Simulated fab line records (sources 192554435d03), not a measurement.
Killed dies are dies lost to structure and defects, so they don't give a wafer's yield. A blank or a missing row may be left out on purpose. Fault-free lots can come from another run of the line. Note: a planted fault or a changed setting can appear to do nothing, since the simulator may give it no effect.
One fault seen from 2 desks / flow n5-finfet / numbers are kept per desk, each desk with only its own; the story behind them comes last

DESK OF THE TOOL OWNER: pecvd-03
The tool's own readings at N5_BEOL_M4_ILD_DEP_00 (deposits SiOC from DEMS/O2, target thk 79 nm, time 15.3 s): means of the sampled wafers that have a number, for each lot that ran on this tool. If a lot's mean is further than 4 standard deviations from the usual mean, the lot is out of limits and carries the mark OUT (the distance appears in the brackets).
Columns: A = heater-power-w at N5_BEOL_M4_ILD_DEP_00, usual 471 W; B = showerhead-plenum-p-Torr at N5_BEOL_M4_ILD_DEP_00, usual 5.702 Torr; C = throttle-valve-pct at N5_BEOL_M4_ILD_DEP_00, usual 11.8 %
lot=L319; first seen here=day 8 07:15; A=497; B=5.707; C=11.4
lot=L322; first seen here=day 8 14:14; A=439; B=5.701; C=11.7
lot=L324; first seen here=day 9 09:42; A=463; B=5.718; C=12.1
lot=L327; first seen here=day 9 21:24; A=490; B=5.700; C=11.6
lot=L335; first seen here=day 13 08:14; A=535; B=5.697; C=11.6
lot=L337; first seen here=day 13 10:11; A=409; B=5.707; C=11.2
lot=L338; first seen here=day 13 14:01; A=439; B=5.704; C=11.6
lot=L339; first seen here=day 13 16:44; A=490; B=5.702; C=11.5
Finding of this desk: none of the 8 lots has anything out of limits.

FROM THE METROLOGY DESK
What the gauges read for every lot (on any tool): the sampled wafers with a number, averaged. If a lot's mean is further than 4 standard deviations from the usual mean, the lot is out of limits and carries the mark OUT (the distance appears in the brackets). 7 of its 11 readings are shown: the first one out of limits and those lying furthest out on some lot.
Columns: A = M4_ILD_THK at N5_BEOL_M4_THK_MEAS_01, usual 79.7 nm; B = DIBL_P at N5_BEOL_M4_RC_MEAS_101, usual 37.3 mV/V; C = IOFF_P at N5_BEOL_M4_RC_MEAS_101, usual 0.24 nA/um; D = ION_N at N5_BEOL_M4_RC_MEAS_101, usual 680 uA/um; E = SS_P at N5_BEOL_M4_RC_MEAS_101, usual 73.5 mV/dec; F = VT_N at N5_BEOL_M4_RC_MEAS_101, usual 249 mV; G = VT_P at N5_BEOL_M4_RC_MEAS_101, usual -248 mV
lot=L319; first seen here=day 8 07:19; A=78.7; B=34.5; C=0.20; D=675; E=73.1; F=248; G=-250
lot=L321; first seen here=day 8 12:48; A=79.5; B=39.6; C=0.27; D=702; E=74.0; F=244; G=-247
lot=L322; first seen here=day 8 14:18; A=109.6 (+27) OUT; B=31.8; C=0.15; D=652; E=71.9; F=257; G=-256
lot=L324; first seen here=day 9 09:46; A=104.4 (+22) OUT; B=35.8; C=0.22; D=673; E=73.9; F=248; G=-246
lot=L327; first seen here=day 9 21:28; A=103.1 (+21) OUT; B=34.3; C=0.22; D=670; E=73.4; F=250; G=-246
lot=L333; first seen here=day 11 12:21; A=80.6; B=38.6; C=0.20; D=672; E=73.5; F=250; G=-254
lot=L335; first seen here=day 13 08:19; A=80.2; B=40.5; C=0.30; D=680; E=74.2; F=248; G=-245
lot=L337; first seen here=day 13 10:15; A=79.3; B=37.5; C=0.22; D=673; E=74.0; F=254; G=-254
lot=L338; first seen here=day 13 14:05; A=80.5; B=35.7; C=0.21; D=680; E=73.2; F=249; G=-249
lot=L339; first seen here=day 13 16:48; A=79.5; B=37.6; C=0.22; D=683; E=74.1; F=247; G=-250
lot=L341; first seen here=day 14 02:23; A=77.7; B=37.3; C=0.26; D=676; E=73.9; F=250; G=-247
This desk reports L322, L324, L327 out of limits; the earliest was L322 at day 8 14:18 (M4_ILD_THK at N5_BEOL_M4_THK_MEAS_01). Within limits: L319, L321, L333, L335, L337, L338, L339, L341.

PUT TOGETHER
Metrology desk: alarm possible at day 8 14:18 on L322, L324, L327.
The tool owner's desk saw nothing out of limits.
On record at the tool owner's desk: L322, L324, L327, within its limits.
On pecvd-03, each named lot ran N5_BEOL_M4_ILD_DEP_00.

WHAT THE SIMULATOR HAD PUT IN
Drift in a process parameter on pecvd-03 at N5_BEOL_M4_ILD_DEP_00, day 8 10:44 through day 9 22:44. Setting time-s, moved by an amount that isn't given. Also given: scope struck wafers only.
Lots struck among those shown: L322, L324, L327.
Time in hours between the start of the fault and the first out-of-limits reading at each desk: metrology desk, 4.
